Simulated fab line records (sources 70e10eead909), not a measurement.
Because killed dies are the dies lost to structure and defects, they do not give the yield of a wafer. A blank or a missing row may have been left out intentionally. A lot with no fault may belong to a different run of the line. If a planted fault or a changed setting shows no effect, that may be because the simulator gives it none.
Matching of chambers ; flow nand-harc ; NHARC_P_BONDPAD_ACTIVATE_29 on rie-diel-03: 4 sister chambers
The step chemistry N2, time 60 s. 4 wafers are shown with their chamber, then 10 later ones without.

EACH WAFER AND ITS CHAMBER
wafer;chamber;drypump-motor-current-A (A)
L084.1;2;5.58
L084.4;3;5.67
L085.2;1;5.77
L085.3;0;5.77

WAFERS MISSING THEIR CHAMBER
wafer;drypump-motor-current-A (A)
L085.4;5.57
L092.1;5.78
L092.4;5.65
L092.6;5.76
L095.1;5.56
L095.4;5.74
L095.5;5.58
L097.3;5.75
L097.4;5.65
L097.6;5.74

WHICH CHAMBER EACH WENT THROUGH
wafer;from the rows above;in truth
L085.4;2;2
L092.1;can't be placed: 0 or 1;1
L092.4;3;3
L092.6;can't be placed: 0 or 1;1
L095.1;2;2
L095.4;can't be placed: 0 or 1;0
L095.5;2;2
L097.3;can't be placed: 0 or 1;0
L097.4;3;3
L097.6;can't be placed: 0 or 1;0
Placed correctly: 5 of 10. From these rows, 5 cannot be placed; in 5 the true chamber is one of the candidates. 0 placed wrongly.
How it was worked out, from the rows above alone: a wafer's distance from a chamber is the root of the sum, over the readings, of the square of ((its reading less the chamber's mean) divided by the reading's scatter). The wafer belongs to the nearest chamber; if the next one is less than 2 further off, it can't be placed. A chamber's mean is the mean of its shown wafers. The scatter: root of mean squared gap, hidden wafer to nearest shown wafer, with one shown wafer a chamber.
